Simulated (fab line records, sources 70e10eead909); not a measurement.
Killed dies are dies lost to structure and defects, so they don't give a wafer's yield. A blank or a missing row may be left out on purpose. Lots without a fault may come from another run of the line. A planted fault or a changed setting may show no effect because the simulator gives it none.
Chamber matching | flow nand_harc | NHARC_P_M0_CMP_23 on cmp-03: 4 sister chambers
The step polishes, t overpolish 20 s, target thk 117.53 nm. 4 wafers are shown with their chamber, then 6 later ones without.

WAFERS WITH THEIR CHAMBER
wafer  | chamber | motor_current_A (A)
L997.5 | 3       | 12.2
L100.5 | 1       | 11.4
L106.1 | 0       | 15.5
L106.4 | 2       | 13.5

WAFERS WITHOUT THEIR CHAMBER
wafer  | motor_current_A (A)
L113.2 | 11.8
L113.3 | 14.3
L113.5 | 11.3
L117.2 | 12.3
L117.5 | 12.7
L117.6 | 14.3

WHICH CHAMBER EACH WENT THROUGH
wafer  | from the rows above          | in truth
L113.2 | can't be placed: 3 or 1      | 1
L113.3 | can't be placed: 2 or 0      | 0
L113.5 | can't be placed: 1 or 3      | 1
L117.2 | can't be placed: 3 or 1      | 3
L117.5 | can't be placed: 3 or 2 or 1 | 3
L117.6 | can't be placed: 2 or 0      | 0
Placed correctly: 0 of 6. Can't be placed from these rows: 6 (the true chamber is among the candidates in 6). Placed wrongly: 0.
How it was worked out, from the rows above alone: a wafer's distance from a chamber is the root of the sum, over the readings, of the square of ((its reading less the chamber's mean) divided by the reading's scatter). The wafer belongs to the nearest chamber; if the next one is less than 2 further off, it can't be placed. A chamber's mean is the mean of its shown wafers. The scatter: with one shown wafer a chamber, the root of the mean of the squares of how far each hidden wafer lies from its nearest shown one.
